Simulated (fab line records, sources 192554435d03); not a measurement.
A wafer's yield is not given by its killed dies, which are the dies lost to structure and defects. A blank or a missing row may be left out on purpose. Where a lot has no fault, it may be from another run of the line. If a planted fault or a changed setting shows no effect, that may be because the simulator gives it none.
fab line records	flow n5_finfet
[record] lots = 4	wafers = 12	last_day = 19
route steps=1938 shown GATE_CUT@486 MOL_CONTACT_COAG@517 PASSIVATION@1936
lots with no fault: from the same line, run without faults
start_h: hours from the record's opening day to when the first of the lot's shown wafers began	wait_h: time in hours since the lot's previous step	" the same as in the row above	L1.1+2: several wafers, shown together as one row	- either no value or no given start	* or withheld: withheld	< > ~ a bound
route shown NAME@n: NAME is a module with steps in the file, n the number in the route of the first one	usual: average and standard deviation across the fault-free wafers	same: alike in all rows	chamber/n: place in a boat	sites: per-site readings	_std_site: standard deviation across them	_edge_site: inner sites' mean taken away from outer sites' mean	radius_mm: how far each site lies from the wafer's centre	mask NAME#n: copy n	behind: the most recent tool/chamber to have shaped the wafer	hold: the reason the lot was held/the length of the hold in hours/how it ended	device: transistor that didn't switch, given as n, p or np	end of line: the tests these same wafers got at the end of their route	a step given without rows: its recipe and nothing more	killed: count of dies lost to structure and defects at first sort (not the wafer's yield)	map: per-die view of a wafer (x killed, . not killed, _ where there is no die)
set.NAME: the run value of the setting; set.NAME@STEP: its run value at that earlier step	model.NAME: the simulator's own value behind a step, which no gauge read
lots seen at some steps along the route; tables by step, rows by wafer
services: from which hour (start_h, from the record's first day; less than 0 if before it) a tool's chamber was out of use, for how many hours, and why
[[steps]]
[step N5_GATE_CUT_DEVELOP_12]
[recipe] develop_time_s = 30	developer = TMAH	resist = CAR-EUV	rinse_liquid = surfactant_rinse	dry = air_spin	dev_temp_c = 23
[step N5_GATE_CUT_DESCUM_18]
[recipe] chemistry = O2	time_s = 7	source_power_w = 50	bias_power_w = 20	pressure_mtorr = 20	rf_frequency_hz = 2.712e+07	temp_c = 40	resist = CAR-EUV	o2_flow_sccm = 225
[step N5_GATE_CUT_ETCH_28]
[recipe] chemistry = N2/H2	target = underlayer	target_depth_a = 130	mask_material = CAR-EUV	time_s = 10.4	ion_energy_ev = 200	pressure_mtorr = 30	source_w = 840	bias_w = 150	n2_flow_sccm = 200	h2_flow_sccm = 200	ends = cleared
[step N5_GATE_CUT_ETCH_36]
[recipe] chemistry = CF4	target = SiARC	target_depth_a = 130	mask_material = CAR-EUV	time_s = 21.7	ion_energy_ev = 80	pressure_mtorr = 40	source_w = 545	bias_w = 36	Ar_flow_sccm = 100	cf4_flow_sccm = 100	ends = cleared
[step N5_GATE_CUT_ETCH_37]
[recipe] chemistry = N2/H2	target = SOC	target_depth_a = 600	overetch_a = 120	mask_material = SiARC	temp_c = 40	time_s = 90	ion_energy_ev = 200	pressure_mtorr = 30	source_w = 840	bias_w = 150	n2_flow_sccm = 200	h2_flow_sccm = 200
[step N5_GATE_CUT_STRIP_38]
[recipe] chemistry = N2/H2	temp_c = 40	n2_flow_sccm = 200	h2_flow_sccm = 200	rf_frequency_hz = 6e+07
[step N5_GATE_CUT_STRIP_39]
[recipe] chemistry = N2/H2	temp_c = 40	n2_flow_sccm = 200	h2_flow_sccm = 200	rf_frequency_hz = 6e+07
[step N5_GATE_CUT_HM_OPEN_40]
[recipe] chemistry = C4F6/O2	target = SiO2	mask_material = SiARC	target_depth_a = 1390	time_s = 85.1	ion_energy_ev = 250	pressure_mtorr = 30	source_w = 345	bias_w = 185	Ar_flow_sccm = 300	C4F6_flow_sccm = 10	O2_flow_sccm = 10	ends = cleared
[step N5_GATE_CUT_STRIP_41]
[recipe] chemistry = CF4	resist = SiARC	power_w = 300	bias_power_w = 75	pressure_mtorr = 50	cf4_flow_sccm = 150	rf_frequency_hz = 6e+07
[step N5_GATE_CUT_STRIP_42]
[recipe] chemistry = O2	power_w = 400	temp_c = 40	pressure_mtorr = 30	rf_frequency_hz = 6e+07	bias_power_w = 0	overash_fraction = 0.3	o2_flow_sccm = 225
[usual] drypump_motor_current_A = 5.9/0.74	oes_product_au = 0.76/0.084	rf_vpp_V = 3.6/0.46	showerhead_plenum_p_Torr = 2.09/0.093	temp_c = 40.01/0.12	throttle_valve_pct = 16.74/0.19
lot.wafer	tool	chamber	start_h	wait_h	drypump_motor_current_A	oes_product_au	rf_hours_counter_h	rf_vpp_V	showerhead_plenum_p_Torr	temp_c	throttle_valve_pct
L646.3	rie_diel-06	3	115.26	0.0	5.4	0.76	156	3.1	2.08	40.02	16.63
L646.4	"	1	"	"	5.4	0.74	171	3.5	2.09	40.01	16.75
L646.5	"	0	"	"	6.3	0.86	-	3.4	2.21	39.97	16.35
L650.3	rie_diel-05	1	136.79	0.0	6.7	0.75	145	4.3	1.99	39.95	16.67
L650.5	"	0	"	"	6.7	0.70	-	3.6	1.98	40.26	17.00
L650.6	"	3	"	"	4.9	0.97	-	3.6	2.24	40.02	16.60
L653.1	rie_diel-05	3	166.55	0.0	4.9	0.94	13	2.9	2.24	39.94	16.63
L653.2	"	0	"	"	6.7	0.69	198	4.5	1.98	40.09	17.00
L653.6	"	3	"	"	4.9	0.93	-	3.7	2.24	40.10	16.62
L664.2	rie_diel-05	1	233.28	0.0	6.7	0.72	180	3.2	1.98	40.22	16.75
L664.4	"	2	"	"	5.3	0.69	223	3.7	2.15	39.88	16.74
L664.5	"	3	"	"	5.0	0.90	-	4.2	2.23	39.88	16.66
[step N5_GATE_CUT_ETCH_19]
[recipe] chemistry = CH3F/O2	target = SiNx	mask_material = SiO2	target_depth_a = 537	time_s = 76.7	pressure_mtorr = 30	source_w = 395	bias_w = 73	Ar_flow_sccm = 150	CH3F_flow_sccm = 30	O2_flow_sccm = 20	ion_energy_ev = 120	ends = cleared
[step N5_GATE_CUT_CUT_ETCH_53]
[recipe] chemistry = SF6/Cl2	target = W	mask_material = SiO2	target_depth_a = 792	pressure_mtorr = 8	icp_w = 900	bias_w = 80	SF6_flow_sccm = 40	Cl2_flow_sccm = 60	ends = cleared
[step N5_GATE_CUT_CUT_ETCH_54]
[recipe] chemistry = Cl2/BCl3	target = TiN	mask_material = SiO2	target_depth_a = 967	pressure_mtorr = 10	icp_w = 1000	bias_w = 126	Cl2_flow_sccm = 53.25	bcl3_flow_sccm = 21.75	Ar_flow_sccm = 25	ends = cleared
[step N5_GATE_CUT_CUT_ETCH_55]
[recipe] chemistry = BCl3	target = HfO2	mask_material = SiO2	target_depth_a = 32	ion_energy_ev = 30	pressure_mtorr = 5	icp_w = 450	bias_w = 18	bcl3_flow_sccm = 80
[step N5_GATE_CUT_ETCH_47]
[recipe] chemistry = Cl2/BCl3	target = SiO2	target_depth_a = 100	pressure_mtorr = 10	icp_w = 1000	bias_w = 126	Cl2_flow_sccm = 53.25	bcl3_flow_sccm = 21.75	Ar_flow_sccm = 25
[step N5_GATE_CUT_VAPOR_ETCH_48]
[recipe] chemistry = BCl3/Cl2	target = TiN	mode = isotropic
[step N5_GATE_CUT_VAPOR_ETCH_49]
[recipe] chemistry = BCl3/Cl2	target = TiAlC	mode = isotropic
[step N5_GATE_CUT_VAPOR_ETCH_51]
[recipe] chemistry = BCl3/Cl2	target = HfO2	mode = isotropic
[step N5_GATE_CUT_STRIP_21]
[recipe] chemistry = N2/H2	time_s = 30	power_w = 1000	temp_c = 250	pressure_mtorr = withheld	n2_flow_sccm = 1750	h2_flow_sccm = 3250
[step N5_GATE_CUT_STRIP_29]
[recipe] chemistry = post_etch_residue_remover	time_s = 60	temp_c = 25	remover_ph = withheld	remover_water_wt_pct = withheld	remover_fluoride_wt_pct = withheld
[step N5_GATE_CUT_SRD_52]
[recipe] dry = ipa_marangoni	time_s = 30	temp_c = 23	rinse_liquid = diw
[step N5_GATE_CUT_ALD_22]
[recipe] material = SiNx	target_thk_a = 160	temp_c = 400	ald_precursor_family = SiH2I2	ald_co_reactant = N2/H2-plasma	pulse_time_s = 1	ald_cycles = 320	purge_time_s = 2	co_reactant_purge_time_s = 2	pressure_torr = 2
[step N5_GATE_CUT_CMP_23]
[recipe] stop_on = SiO2	t_overpolish_s = 23.4	post_cmp_clean = alkaline_brush	down_force_psi = 2.5	platen_rpm = 51.8	pad_velocity_m_s = 1.0307	target_thk_nm = 16
[step N5_GATE_CUT_CMP_43]
[recipe] material = SiO2	post_cmp_clean = rinse_only
[step N5_GATE_CUT_CMP_61]
[recipe] stop_on = SiNx	t_overpolish_s = 3	post_cmp_clean = alkaline_brush	down_force_psi = 4	platen_rpm = 27.09	pad_velocity_m_s = 0.539
[step N5_MOL_CONTACT_COAG_COAT_103]
[recipe] resist = SOC	temp_c = 250	time_s = 60	spin_rpm = 1500	resist_thk_nm = 80
[step N5_MOL_CONTACT_COAG_COAT_104]
[recipe] resist = SiARC	temp_c = 220	time_s = 60	spin_rpm = 1500	resist_thk_nm = 12
[step N5_MOL_CONTACT_COAG_COAT_58]
[recipe] resist = underlayer	temp_c = 205	time_s = 60	spin_rpm = 1500	resist_thk_nm = 10
[step N5_MOL_CONTACT_COAG_COAT_02]
[recipe] resist = CAR-EUV	spin_rpm = 1500	resist_thk_nm = 30
[step N5_MOL_CONTACT_COAG_EBR_04]
[recipe] solvent = PGMEA	ebr_width_mm = 1.5
[step N5_MOL_CONTACT_COAG_SOFTBAKE_03]
[recipe] temp_c = 110	time_s = 60	resist = CAR-EUV
[step N5_MOL_CONTACT_COAG_EXPOSE_05]
[recipe] mask_id = CA	na = 0.33	source_shape = annular	sigma_inner = 0.4	sigma_outer = 0.8	polarization = unpolarized	defocus_nm = 0	dose_mj = 38.25
[step N5_MOL_CONTACT_COAG_PEB_06]
[recipe] peb_temp_c = 100	peb_time_s = 60	resist = CAR-EUV
[step N5_MOL_CONTACT_COAG_DEVELOP_07]
[recipe] develop_time_s = 30	developer = TMAH	resist = CAR-EUV	rinse_liquid = surfactant_rinse	dry = air_spin	dev_temp_c = 23
[step N5_PASSIVATION_PROBE_49]
[usual] defect_limited_yield = 91.0/1.5	killed_at_M0_to_M3 = 32/9.6	killed_at_M4_up = 13/4.7	killed_at_contacts = 13/7.2	killed_at_front_end = 44/13	killed_at_other = 4/3.4	killed_dies = 106/18	killed_open = 70/13	killed_short = 35/8	sort_bin_5_function = 5.3/0.97	sort_bin_6_memory = 3.4/0.73	sort_n_pass = 1074/18	sort_yield_pct = 91.0/1.5
[same] gross_dies = 1180	killed_at_back_side = 0	sort_bin_4_leakage[%] = 0	sort_bin_8_speed[%] = 0
lot.wafer	tool	chamber	start_h	wait_h	defect_limited_yield[%]	killed_at_M0_to_M3	killed_at_M4_up	killed_at_contacts	killed_at_front_end	killed_at_other	killed_dies	killed_open	killed_short	sort_bin_5_function[%]	sort_bin_6_memory[%]	sort_n_pass	sort_yield_pct[%]
L650.5	prober-01	-	295.36	0.2	82.5	25	14	15	150	3	207	54	34	12.0	3.7	973	82.5
L653.2	prober-02	-	442.15	0.1	82.0	21	14	18	157	2	212	57	24	10.8	4.4	968	82.0
// killed by level:class
L650.5 GATE_CUT:unspecified=113 BEOL_M2:geometric_particle:open=10 MOL_CONTACT_COAG:geometric_particle:open=8 FIN_SAQP:geometric_particle:open=7 BEOL_M0_SAQP:geometric_particle:short=7 MOL_CONTACT_COAG:geometric_particle:short=7 GATE_CUT:geometric_particle:short=6 BEOL_M4:geometric_particle:open=5
L653.2 GATE_CUT:unspecified=123 MOL_CONTACT_COAG:geometric_particle:open=13 FIN_SAQP:geometric_particle:open=12 BEOL_M4:geometric_particle:open=9 HKMG_FIN:area_etch=7 MOL_CONTACT_COAG:geometric_particle:short=5 BEOL_M0_SAQP:geometric_particle:short=5 FIN_SAQP:geometric_particle:short=4
// map L650.5 (x killed, . not)
_________________x..x........________________
______________.....x....x.....x._____________
___________................x...xx..__________
__________.............x............_________
________.....................x..x....._______
_______................................______
______.x..x..................x.....x...._____
_____......x...x....x...x....x..x.......x____
____........x..x...............x..........___
___.x......................................__
___x.x...........x..........x..............__
__......x.............................x....._
__.....x..................................xx_
_.....xxx..............xx.........x........xx
_...x....x.xx.xxx.........x....x.............
_...xx.xxx.x.xxx........x..........x......x..
_....xxxxxxxxxxxx...............x............
_.....xxxxxxxxxxx..................x.........
_....xxxxxxxxxxxxxx.....x...................x
_...xxxxxxxxxxxxxx..........x.....x..........
_.x.xxxxxxxxxxxxxxx.....x....................
__x.xxxxxxxxxxxxx..................x........_
__...xxxxxxxxxx..........x.................._
___..x.x..xxx.x..xx.................x......__
___......xx..x.xxx.....x..x....x...........__
____x.......xx...x............x....xx.x...___
_____...x.......xx.......................____
______.................................._____
_______........................xx......______
________.............xx...x...xx......_______
__________...............x....x....._________
___________....x.........x.........__________
______________.........x........_____________
_________________x.x.........________________
// map L653.2 (x killed, . not)
_________________....x....xx.________________
______________...x.............._____________
___________......x...x.............__________
__________.........................._________
________....x........................._______
_______x...x.........................x.______
______.................................x_____
_____.........x...........x.........x....____
____............x..........x..............___
___..............x.........................__
___......................................x.__
__......x..................................._
__..........xx..x.x.....x...x.........x....._
_.......x....x........xx.............xx......
_......xxx.xxx.x...........x.................
_....xx..xxxxx.xx.................x..........
_...xx.xxxxxxxxxxx....x...x........x..x......
_....xxxxxxxxxxxxx..........x.x..............
_...xxxxxxxxxxxxxx...................x.x.....
_.xxxxxxxxxxxxxxxxx.x.................x......
_x.xx.xxxxxxxxxx.............................
__.xx.xxxxxxxxxxx.......x...........x......._
__.....xxxxxxx.xxxx.xx.................x...._
___.x.xx.xxxxxx....x...x.x..x..............__
___...x.xxxxx.x.......x...............x....__
____......x...x..........x..xx...x...x...x___
_____x.....x.....x.........x.............____
______.x..x.xxx........x.....x.x........_____
_______...........x..................x.______
________.....x..................x....._______
__________...........x.............._________
___________x.x......x..............__________
______________x................._____________
_________________...x......x.________________
[[services]]
tool	chamber	start_h	hours	kind
rie_diel-05	3	93.56	-	clean
rie_diel-05	3	93.56	-	consumable_replace:focus_ring
rie_diel-05	3	93.56	-	consumable_replace:showerhead
rie_diel-05	3	93.56	27.5	scheduled_down
rie_diel-05	3	93.56	27.5	vent_cycle
rie_diel-06	2	128.02	-	clean
rie_diel-06	2	128.02	-	consumable_replace:focus_ring
rie_diel-06	2	128.02	22.3	scheduled_down
rie_diel-06	2	128.02	22.3	vent_cycle
rie_diel-05	2	167.42	14.2	repair
rie_diel-06	-	168.33	28.1	pm
[[key]]
[first_sign] step = N5_PASSIVATION_PROBE_49	reading = killed_at_front_end	direction = up	sigmas = 8.1	usual = 44	struck = 154
[effect] step = N5_PASSIVATION_PROBE_49	reading = defect_limited_yield	direction = down	sigmas = 5.7	usual = 91.0	struck = 82.2
[more_kills_born_at] N5_GATE_CUT_STRIP_42@rie_diel-05 = 236
met_at N5_GATE_CUT_STRIP_42
struck_wafers L650.5,L653.2
[fault] kind = chamber_particle_source	tool = rie_diel-05	chamber = 0	onset_h = 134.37	steps = N5_GATE_CUT_STRIP_42	rate_per_visit_cm2 = 0.71986	end_h = 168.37
